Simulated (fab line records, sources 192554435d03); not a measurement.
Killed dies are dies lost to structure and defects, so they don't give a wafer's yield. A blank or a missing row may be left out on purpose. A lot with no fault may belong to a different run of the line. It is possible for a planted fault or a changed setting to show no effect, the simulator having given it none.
Matching of chambers -- flow n5Finfet -- N5_BEOL_M6_STRIP_36 on rieDiel-02 has 4 sister chambers
The step strips in N2/H2. 4 wafers are shown with their chamber, then 7 later ones without.

== EACH WAFER AND ITS CHAMBER ==
wafer,chamber,drypumpMotorCurrentA (A)
L080.1,1,5.0
L080.4,0,5.7
L085.2,2,5.9
L085.4,3,5.4

== WAFERS MISSING THEIR CHAMBER ==
wafer,drypumpMotorCurrentA (A)
L085.6,5.0
L091.1,4.9
L091.3,5.4
L091.4,5.7
L097.4,5.4
L097.5,4.9
L097.6,5.7

== WHICH CHAMBER EACH WENT THROUGH ==
wafer,from the rows above,in truth
L085.6,1,1
L091.1,1,1
L091.3,3,3
L091.4,0,0
L097.4,3,3
L097.5,1,1
L097.6,0,0
Correct placement for 7 of the 7. Not placeable from these rows: 0. Number placed wrongly: 0.
How it was worked out, from the rows above alone: a wafer's distance from a chamber is the root of the sum, over the readings, of the square of ((its reading less the chamber's mean) divided by the reading's scatter). If the next closest chamber is less than 2 further off than the closest, the wafer can't be placed; otherwise it belongs to the closest. Each chamber's mean is taken over the wafers shown for it. The scatter (one wafer shown for each chamber): square how far every hidden wafer sits from the nearest shown wafer, average those squares and take the square root.
